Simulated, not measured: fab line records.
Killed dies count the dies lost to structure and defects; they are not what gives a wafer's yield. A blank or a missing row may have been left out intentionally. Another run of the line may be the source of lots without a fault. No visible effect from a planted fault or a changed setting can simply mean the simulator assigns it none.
Matching of chambers / flow nand harc / rie si-03 running NHARC_P_GATE_ETCH_32: 4 sister chambers
The step etches the open film in HBr/Cl2, target depth 150 nm, time 100.1 s. 4 wafers are shown with their chamber, then 8 later ones without.

== WAFERS, EACH WITH ITS CHAMBER ==
wafer=L555.3; chamber=3; throttle valve pct (%)=26.401
wafer=L555.4; chamber=1; throttle valve pct (%)=26.408
wafer=L555.5; chamber=2; throttle valve pct (%)=26.398
wafer=L556.1; chamber=0; throttle valve pct (%)=26.404

== WAFERS WITHOUT THEIR CHAMBER ==
wafer=L556.5; throttle valve pct (%)=26.414
wafer=L556.6; throttle valve pct (%)=26.410
wafer=L558.2; throttle valve pct (%)=26.417
wafer=L558.3; throttle valve pct (%)=26.407
wafer=L558.5; throttle valve pct (%)=26.394
wafer=L560.2; throttle valve pct (%)=26.403
wafer=L560.5; throttle valve pct (%)=26.405
wafer=L560.6; throttle valve pct (%)=26.404

== THE CHAMBER EACH PASSED THROUGH ==
wafer=L556.5; from the rows above=can't be placed: 1 or 0 or 3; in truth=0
wafer=L556.6; from the rows above=can't be placed: 1 or 0 or 3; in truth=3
wafer=L558.2; from the rows above=can't be placed: 1 or 0 or 3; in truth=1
wafer=L558.3; from the rows above=can't be placed: 1 or 0 or 3 or 2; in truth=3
wafer=L558.5; from the rows above=can't be placed: 2 or 3 or 0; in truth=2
wafer=L560.2; from the rows above=can't be placed: 0 or 3 or 2 or 1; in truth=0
wafer=L560.5; from the rows above=can't be placed: 0 or 1 or 3 or 2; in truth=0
wafer=L560.6; from the rows above=can't be placed: 0 or 3 or 1 or 2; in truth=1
Placed correctly: 0 of 8. Unplaceable from these rows: 8, with the true chamber sitting among the candidates in 8. Placed wrongly: 0.
How it was worked out, from the rows above alone: a wafer's distance from a chamber is the root of the sum, over the readings, of the square of ((its reading less the chamber's mean) divided by the reading's scatter). The wafer belongs to the nearest chamber; if the next one is less than 2 further off, it can't be placed. A chamber's mean is the mean of its shown wafers. The scatter: root of mean squared gap, hidden wafer to nearest shown wafer, with one shown wafer a chamber.
